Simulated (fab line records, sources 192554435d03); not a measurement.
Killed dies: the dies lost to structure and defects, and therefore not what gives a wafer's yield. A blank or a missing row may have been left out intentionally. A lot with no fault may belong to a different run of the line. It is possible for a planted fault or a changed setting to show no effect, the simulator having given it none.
Which tool was responsible? | flow n5Finfet | Sampling: 24 lots, 72 wafers, 6 of 1938 route steps

WHAT THE GAUGES READ, wafer by wafer
Not one reading of a measure or inspect step in the record can be checked against a usual standard deviation.

EACH LOT AND THE TOOL THAT RAN IT (in order: tool; ch and the chambers of the sampled wafers; start)
lot  | N5_BEOL_M4_ETCH_69                | N5_BEOL_M4_ETCH_70                | N5_BEOL_M4_ANNEAL_87        | N5_BEOL_M4_SPUTTER_90       | N5_BEOL_M4_PRE_CLEAN_60         | N5_BEOL_M4_DEP_57
L074 | rieDiel-01 ch 0,1,2, day 7 16:05  | rieDiel-05 ch 0,1,2, day 7 17:42  | pvdSputter-03, day 7 20:01  | pvdSputter-03, day 7 20:22  | cvdCo-02 ch 0,1,2, day 7 21:52  | pecvd-01 ch 0,1, day 7 22:01
L075 | rieDiel-04 ch 0,1, day 7 17:34    | rieDiel-04 ch 0,1,3, day 7 20:11  | pvdSputter-03, day 7 22:34  | pvdSputter-03, day 7 22:56  | cvdCo-02 ch 0,1, day 8 00:36    | pecvd-03 ch 0,1,2, day 8 00:49
L076 | rieDiel-05 ch 2,3, day 7 23:31    | rieDiel-01 ch 0,2, day 8 05:49    | pvdSputter-02, day 8 09:29  | pvdSputter-02, day 8 09:51  | cvdCo-02 ch 0,1,2, day 8 11:20  | pecvd-01 ch 0,2, day 8 11:29
L078 | rieDiel-01 ch 0,2,3, day 8 08:05  | rieDiel-01 ch 0,1,2, day 8 11:35  | pvdSputter-01, day 8 13:50  | pvdSputter-01, day 8 14:11  | cvdCo-02 ch 0,1,2, day 8 15:41  | pecvd-01 ch 0,1, day 8 15:50
L077 | rieDiel-01 ch 0,1,2, day 8 12:57  | rieDiel-04 ch 1,2, day 8 15:50    | pvdSputter-01, day 8 18:43  | pvdSputter-01, day 8 19:04  | cvdCo-01 ch 1,2, day 8 20:33    | pecvd-03 ch 1,2, day 8 20:43
L079 | rieDiel-04 ch 1,2, day 8 17:20    | rieDiel-01 ch 1,2, day 8 17:58    | pvdSputter-03, day 8 20:05  | pvdSputter-03, day 8 20:27  | cvdCo-02 ch 0,1, day 8 21:56    | pecvd-03 ch 0,1,2, day 8 22:05
L080 | rieDiel-04 ch 0,1,2, day 8 20:00  | rieDiel-01 ch 0,2,3, day 8 20:56  | pvdSputter-03, day 8 23:16  | pvdSputter-03, day 8 23:38  | cvdCo-01 ch 0,2, day 9 01:07    | pecvd-01 ch 0,1, day 9 01:16
L081 | rieDiel-04 ch 1,2, day 9 00:22    | rieDiel-01 ch 2,3, day 9 03:44    | pvdSputter-03, day 9 06:44  | pvdSputter-03, day 9 07:06  | cvdCo-02 ch 0,2, day 9 08:35    | pecvd-04 ch 1,2, day 9 08:45
L082 | rieDiel-01 ch 1,2,3, day 9 10:04  | rieDiel-01 ch 0,1,3, day 9 14:39  | pvdSputter-03, day 9 17:12  | pvdSputter-03, day 9 17:34  | cvdCo-01 ch 1,2, day 9 19:03    | pecvd-04 ch 0,2, day 9 19:13
L083 | rieDiel-04 ch 1,3, day 9 20:06    | rieDiel-01 ch 1,2, day 9 22:01    | pvdSputter-03, day 10 00:19 | pvdSputter-03, day 10 00:40 | cvdCo-02 ch 0,1, day 10 02:09   | pecvd-03 ch 0,1,2, day 10 02:19
L084 | rieDiel-01 ch 0,1, day 10 00:08   | rieDiel-04 ch 2,3, day 10 01:02   | pvdSputter-03, day 10 03:29 | pvdSputter-03, day 10 03:51 | cvdCo-02 ch 0,2, day 10 05:20   | pecvd-03 ch 0,2, day 10 05:29
L085 | rieDiel-01 ch 1,2, day 10 02:48   | rieDiel-04 ch 2,3, day 10 06:28   | pvdSputter-03, day 10 09:22 | pvdSputter-03, day 10 09:44 | cvdCo-01 ch 1,2, day 10 11:14   | pecvd-04 ch 0,2, day 10 11:23
L086 | rieDiel-04 ch 0,1, day 10 09:12   | rieDiel-01 ch 0,2, day 10 11:01   | pvdSputter-02, day 10 13:11 | pvdSputter-02, day 10 13:33 | cvdCo-01 ch 0,1, day 10 15:02   | pecvd-03 ch 1,2, day 10 15:11
L087 | rieDiel-04 ch 0,3, day 10 20:04   | rieDiel-01 ch 0,2,3, day 11 01:52 | pvdSputter-01, day 11 03:58 | pvdSputter-01, day 11 04:20 | cvdCo-01 ch 0,1,2, day 11 05:50 | pecvd-01 ch 0,1, day 11 06:00
L089 | rieDiel-04 ch 0,2,3, day 11 00:52 | rieDiel-04 ch 0,1,2, day 11 02:19 | pvdSputter-03, day 11 04:36 | pvdSputter-03, day 11 04:58 | cvdCo-02 ch 0,1,2, day 11 06:35 | pecvd-01 ch 0,1,2, day 11 06:44
L088 | rieDiel-05 ch 0,3, day 11 10:44   | rieDiel-01 ch 0,2,3, day 11 11:13 | pvdSputter-03, day 11 15:09 | pvdSputter-03, day 11 15:31 | cvdCo-02 ch 0,2, day 11 17:03   | pecvd-01 ch 0,1,2, day 11 17:12
L090 | rieDiel-01 ch 1,3, day 11 13:07   | rieDiel-04 ch 1,2, day 11 18:50   | pvdSputter-02, day 11 21:11 | pvdSputter-02, day 11 21:32 | cvdCo-01 ch 0,2, day 11 23:02   | pecvd-01 ch 0,1, day 11 23:11
L091 | rieDiel-04 ch 0,3, day 11 17:56   | rieDiel-05 ch 0,2,3, day 11 21:49 | pvdSputter-01, day 12 00:02 | pvdSputter-01, day 12 00:24 | cvdCo-02 ch 0,1,2, day 12 01:54 | pecvd-03 ch 0,2, day 12 02:04
L093 | rieDiel-04 ch 0,1,2, day 12 01:29 | rieDiel-01 ch 0,2,3, day 12 06:43 | pvdSputter-01, day 12 09:55 | pvdSputter-01, day 12 10:17 | cvdCo-01 ch 1,2, day 12 11:47   | pecvd-01 ch 0,2, day 12 11:56
L092 | rieDiel-01 ch 2,3, day 12 02:56   | rieDiel-01 ch 2,3, day 12 12:20   | pvdSputter-03, day 12 15:11 | pvdSputter-03, day 12 15:33 | cvdCo-01 ch 0,2, day 12 17:04   | pecvd-01 ch 1,2, day 12 17:14
L094 | rieDiel-05 ch 0,3, day 12 10:01   | rieDiel-04 ch 0,1,3, day 12 17:38 | pvdSputter-01, day 12 21:38 | pvdSputter-01, day 12 22:00 | cvdCo-01 ch 0,1, day 12 23:43   | pecvd-03 ch 1,2, day 12 23:53
L095 | rieDiel-05 ch 0,2,3, day 12 12:47 | rieDiel-05 ch 2,3, day 12 17:41   | pvdSputter-01, day 12 19:48 | pvdSputter-01, day 12 20:10 | cvdCo-02 ch 1,2, day 12 21:38   | pecvd-03 ch 0,1,2, day 12 21:51
L096 | rieDiel-05 ch 0,1, day 12 23:07   | rieDiel-04 ch 0,3, day 13 02:46   | pvdSputter-03, day 13 05:12 | pvdSputter-03, day 13 05:34 | cvdCo-02 ch 0,1,2, day 13 07:04 | pecvd-04 ch 0,1,2, day 13 07:13
L097 | rieDiel-04 ch 0,2, day 13 13:18   | rieDiel-05 ch 1,3, day 13 18:07   | pvdSputter-02, day 13 20:34 | pvdSputter-02, day 13 20:55 | cvdCo-01 ch 0,1,2, day 13 22:25 | pecvd-03 ch 0,2, day 13 22:34
- N5_BEOL_M4_ETCH_69: etches SiARC in CF4, target depth 15.6 nm, time 26 s.
- N5_BEOL_M4_ETCH_70: etches SOC in N2/H2, target depth 80 nm, overetch 24 nm, time 130 s.
- N5_BEOL_M4_ANNEAL_87: time 240 s.
- N5_BEOL_M4_SPUTTER_90: material Cu, target thk 4.5 nm, time 8.29 s.
- N5_BEOL_M4_PRE_CLEAN_60: time 15 s.
- N5_BEOL_M4_DEP_57: deposits SiCN from 3MS/NH3, target thk 8 nm, time 14 s.

AS READ BY THE TOOLS THEMSELVES (means over the sampled wafers that have a number; for cases with no such wafer, the mark the record gives instead)
N5_BEOL_M4_ETCH_69.
lot  | tool       | cf4FlowSccm (sccm) | chamberPressureMTorr (mTorr) | drypumpMotorCurrentA (A) | etchRfOnTimeS (s) | oesProductAu (a.u.) | rfVppV (V) | showerheadPlenumPTorr (Torr) | throttleValvePct (%)
L074 | rieDiel-01 | 100.07             | 40.01                        | 5.8                      | 26.3              | 0.64                | 184.1      | 2.17                         | 15.86
L075 | rieDiel-04 | 100.12             | 40.01                        | 5.6                      | 26.1              | 0.71                | 184.3      | 2.14                         | 15.55
L076 | rieDiel-05 | 99.67              | 39.95                        | 6.1                      | 27.1              | 0.67                | 184.5      | 2.12                         | 15.85
L078 | rieDiel-01 | 100.00             | 40.01                        | 5.9                      | 25.7              | 0.67                | 185.5      | 2.20                         | 15.75
L077 | rieDiel-01 | 100.16             | 40.00                        | 5.8                      | 26.3              | 0.63                | 184.6      | 2.17                         | 15.87
L079 | rieDiel-04 | 99.79              | 40.02                        | 5.4                      | 25.9              | 0.77                | 183.8      | 2.12                         | 15.39
L080 | rieDiel-04 | 99.82              | 39.99                        | 5.6                      | 26.0              | 0.72                | 183.1      | 2.11                         | 15.48
L081 | rieDiel-04 | 100.14             | 40.03                        | 5.3                      | 25.8              | 0.76                | 183.4      | 2.12                         | 15.41
L082 | rieDiel-01 | 99.51              | 39.99                        | 5.7                      | 26.3              | 0.63                | 184.6      | 2.16                         | 15.89
L083 | rieDiel-04 | 100.15             | 39.97                        | 5.8                      | 25.6              | 0.76                | 183.9      | 2.12                         | 15.44
L084 | rieDiel-01 | 99.77              | 40.01                        | 6.0                      | 26.7              | 0.61                | 183.3      | 2.12                         | 16.04
L085 | rieDiel-01 | 99.84              | 40.04                        | 5.6                      | 26.7              | 0.60                | 183.6      | 2.14                         | 16.01
L086 | rieDiel-04 | 100.01             | 40.00                        | 5.7                      | 26.3              | 0.67                | 184.0      | 2.09                         | 15.57
L087 | rieDiel-04 | 100.06             | 40.03                        | 5.9                      | 26.4              | 0.68                | 183.9      | 2.07                         | 15.49
L089 | rieDiel-04 | 100.19             | 40.02                        | 5.8                      | 25.9              | 0.72                | 182.6      | 2.08                         | 15.41
L088 | rieDiel-05 | 100.12             | 40.01                        | 5.0                      | 26.0              | 0.74                | 183.6      | 2.11                         | 15.58
L090 | rieDiel-01 | 99.84              | 40.00                        | 5.9                      | 26.6              | 0.63                | 183.8      | 2.14                         | 15.95
L091 | rieDiel-04 | 100.08             | 40.02                        | 5.9                      | 26.6              | 0.68                | 182.9      | 2.07                         | 15.51
L093 | rieDiel-04 | 100.08             | 40.00                        | 5.6                      | 26.3              | 0.69                | 183.8      | 2.10                         | 15.53
L092 | rieDiel-01 | 100.01             | 39.98                        | 5.8                      | 26.4              | 0.65                | 184.4      | 2.19                         | 15.82
L094 | rieDiel-05 | 100.05             | 39.99                        | 5.0                      | 25.9              | 0.73                | 183.3      | 2.10                         | 15.59
L095 | rieDiel-05 | 99.96              | 40.01                        | 5.6                      | 26.9              | 0.67                | 183.9      | 2.10                         | 15.75
L096 | rieDiel-05 | 100.16             | 39.98                        | 5.3                      | 25.6              | 0.70                | 182.9      | 2.08                         | 15.57
L097 | rieDiel-04 | 100.19             | 40.03                        | 5.5                      | 26.3              | 0.70                | 182.8      | 2.07                         | 15.44

N5_BEOL_M4_ETCH_70.
lot  | tool       | chamberPressureMTorr (mTorr) | drypumpMotorCurrentA (A) | oesProductAu (a.u.) | rfVppV (V) | showerheadPlenumPTorr (Torr) | throttleValvePct (%)
L074 | rieDiel-05 | 30.008                       | 5.9                      | 0.60                | 523.1      | 2.49                         | 17.93
L075 | rieDiel-04 | 29.986                       | 5.8                      | 0.63                | 523.4      | 2.52                         | 17.71
L076 | rieDiel-01 | 30.031                       | 6.0                      | 0.57                | 524.6      | 2.61                         | 17.98
L078 | rieDiel-01 | 29.994                       | 5.8                      | 0.54                | 525.2      | 2.59                         | 18.18
L077 | rieDiel-04 | 29.993                       | 5.4                      | 0.65                | 523.2      | 2.57                         | 17.77
L079 | rieDiel-01 | 30.016                       | 5.6                      | 0.52                | 524.1      | 2.57                         | 18.39
L080 | rieDiel-01 | 30.018                       | 5.9                      | 0.58                | 526.2      | 2.60                         | 17.94
L081 | rieDiel-01 | 29.988                       | 5.8                      | 0.58                | 525.5      | 2.59                         | 17.91
L082 | rieDiel-01 | 30.011                       | 6.0                      | 0.56                | 523.8      | 2.55                         | 18.17
L083 | rieDiel-01 | 29.990                       | 5.4                      | 0.54                | 525.2      | 2.61                         | 18.20
L084 | rieDiel-04 | 29.976                       | 5.6                      | 0.66                | 521.7      | 2.50                         | 17.62
L085 | rieDiel-04 | 30.007                       | 5.6                      | 0.66                | 523.0      | 2.50                         | 17.62
L086 | rieDiel-01 | 30.010                       | 6.0                      | 0.56                | 524.9      | 2.60                         | 18.00
L087 | rieDiel-01 | 30.011                       | 5.9                      | 0.56                | 525.2      | 2.59                         | 17.97
L089 | rieDiel-04 | 30.001                       | 5.6                      | 0.61                | 522.4      | 2.52                         | 17.86
L088 | rieDiel-01 | 29.997                       | 5.9                      | 0.56                | 524.7      | 2.59                         | 17.98
L090 | rieDiel-04 | 29.995                       | 5.4                      | 0.62                | 523.8      | 2.56                         | 17.81
L091 | rieDiel-05 | 30.021                       | 5.6                      | 0.59                | 522.6      | 2.49                         | 18.02
L093 | rieDiel-01 | 30.011                       | 5.9                      | 0.56                | 524.1      | 2.58                         | 17.99
L092 | rieDiel-01 | 29.998                       | 5.5                      | 0.55                | 526.0      | 2.61                         | 17.99
L094 | rieDiel-04 | 30.023                       | 5.8                      | 0.59                | 522.3      | 2.50                         | 17.79
L095 | rieDiel-05 | 29.994                       | 5.6                      | 0.60                | 523.0      | 2.49                         | 18.02
L096 | rieDiel-04 | 29.996                       | 6.0                      | 0.61                | 523.0      | 2.46                         | 17.67
L097 | rieDiel-05 | 30.016                       | 5.3                      | 0.62                | 522.2      | 2.46                         | 17.69

N5_BEOL_M4_ANNEAL_87.
lot  | tool          | heaterPowerW (W)
L074 | pvdSputter-03 | 870
L075 | pvdSputter-03 | 930
L076 | pvdSputter-02 | 763
L078 | pvdSputter-01 | 815
L077 | pvdSputter-01 | 885
L079 | pvdSputter-03 | 883
L080 | pvdSputter-03 | 931
L081 | pvdSputter-03 | 887
L082 | pvdSputter-03 | 883
L083 | pvdSputter-03 | 904
L084 | pvdSputter-03 | 887
L085 | pvdSputter-03 | 908
L086 | pvdSputter-02 | 754
L087 | pvdSputter-01 | 969
L089 | pvdSputter-03 | 873
L088 | pvdSputter-03 | 892
L090 | pvdSputter-02 | 767
L091 | pvdSputter-01 | 840
L093 | pvdSputter-01 | 849
L092 | pvdSputter-03 | 891
L094 | pvdSputter-01 | 893
L095 | pvdSputter-01 | 877
L096 | pvdSputter-03 | 976
L097 | pvdSputter-02 | 821

N5_BEOL_M4_SPUTTER_90.
lot  | tool          | throttleValvePct (%)
L074 | pvdSputter-03 | 29.2
L075 | pvdSputter-03 | 29.3
L076 | pvdSputter-02 | 29.8
L078 | pvdSputter-01 | 30.0
L077 | pvdSputter-01 | 29.1
L079 | pvdSputter-03 | 29.1
L080 | pvdSputter-03 | 29.9
L081 | pvdSputter-03 | 30.2
L082 | pvdSputter-03 | 29.2
L083 | pvdSputter-03 | 29.3
L084 | pvdSputter-03 | 28.7
L085 | pvdSputter-03 | 29.9
L086 | pvdSputter-02 | 30.3
L087 | pvdSputter-01 | 29.1
L089 | pvdSputter-03 | 29.2
L088 | pvdSputter-03 | 28.8
L090 | pvdSputter-02 | 29.4
L091 | pvdSputter-01 | 30.9
L093 | pvdSputter-01 | 30.2
L092 | pvdSputter-03 | 29.7
L094 | pvdSputter-01 | 29.0
L095 | pvdSputter-01 | 29.8
L096 | pvdSputter-03 | 29.9
L097 | pvdSputter-02 | 30.0

N5_BEOL_M4_PRE_CLEAN_60.
lot  | tool     | heaterPowerOuterW (W) | heaterPowerW (W)
L074 | cvdCo-02 | 25                    | 88
L075 | cvdCo-02 | 30                    | 102
L076 | cvdCo-02 | 25                    | 90
L078 | cvdCo-02 | 25                    | 89
L077 | cvdCo-01 | 31                    | 97
L079 | cvdCo-02 | 31                    | 101
L080 | cvdCo-01 | 25                    | 89
L081 | cvdCo-02 | 25                    | 99
L082 | cvdCo-01 | 30                    | 97
L083 | cvdCo-02 | 31                    | 90
L084 | cvdCo-02 | 25                    | 99
L085 | cvdCo-01 | 31                    | 97
L086 | cvdCo-01 | 14                    | 77
L087 | cvdCo-01 | 23                    | 87
L089 | cvdCo-02 | 25                    | 91
L088 | cvdCo-02 | 20                    | 87
L090 | cvdCo-01 | 17                    | 80
L091 | cvdCo-02 | 25                    | 90
L093 | cvdCo-01 | 28                    | 95
L092 | cvdCo-01 | 25                    | 91
L094 | cvdCo-01 | 19                    | 84
L095 | cvdCo-02 | 25                    | 80
L096 | cvdCo-02 | 25                    | 89
L097 | cvdCo-01 | 22                    | 89

N5_BEOL_M4_DEP_57.
lot  | tool     | showerheadPlenumPTorr (Torr) | throttleValvePct (%)
L074 | pecvd-01 | 3.666                        | 9.6
L075 | pecvd-03 | 3.659                        | 9.3
L076 | pecvd-01 | 3.667                        | 9.1
L078 | pecvd-01 | 3.661                        | 9.5
L077 | pecvd-03 | 3.654                        | 9.1
L079 | pecvd-03 | 3.667                        | 9.3
L080 | pecvd-01 | 3.658                        | 9.5
L081 | pecvd-04 | 3.663                        | 9.2
L082 | pecvd-04 | 3.656                        | 9.3
L083 | pecvd-03 | 3.663                        | 9.3
L084 | pecvd-03 | 3.672                        | 9.1
L085 | pecvd-04 | 3.657                        | 9.4
L086 | pecvd-03 | 3.662                        | 9.0
L087 | pecvd-01 | 3.664                        | 9.5
L089 | pecvd-01 | 3.664                        | 9.3
L088 | pecvd-01 | 3.661                        | 9.5
L090 | pecvd-01 | 3.667                        | 9.6
L091 | pecvd-03 | 3.670                        | 9.3
L093 | pecvd-01 | 3.672                        | 9.2
L092 | pecvd-01 | 3.665                        | 9.0
L094 | pecvd-03 | 3.656                        | 9.3
L095 | pecvd-03 | 3.659                        | 9.4
L096 | pecvd-04 | 3.662                        | 9.5
L097 | pecvd-03 | 3.678                        | 9.7

THE ANSWER, worked out from the rows above alone
Rule: usual is defined by the lots themselves. Put in order of their means at a reading, lots are off if they are a third of the lots or fewer, leave a main group of 4 or more, and stand apart from it by a gap of 3 or more times the standard deviation of the main group's means; of several such gaps the widest counts. A main group whose means are all the same, to the digits that the tables above print for the reading, isn't used. Also off: a lot with no number at a reading for which 4 or more lots have one. Where the step has rows for the other lots, those lots are counted as sound. After the gauges, taken in route order, come the tools' own readings; for these a lot's mean is taken, as printed above. At the first step where some lot is off, the reading lying furthest off is the one used; lots without a number count as furthest.
None of the lots is off at any reading shown; this tells nothing.

WHAT THE SIMULATOR PUT IN
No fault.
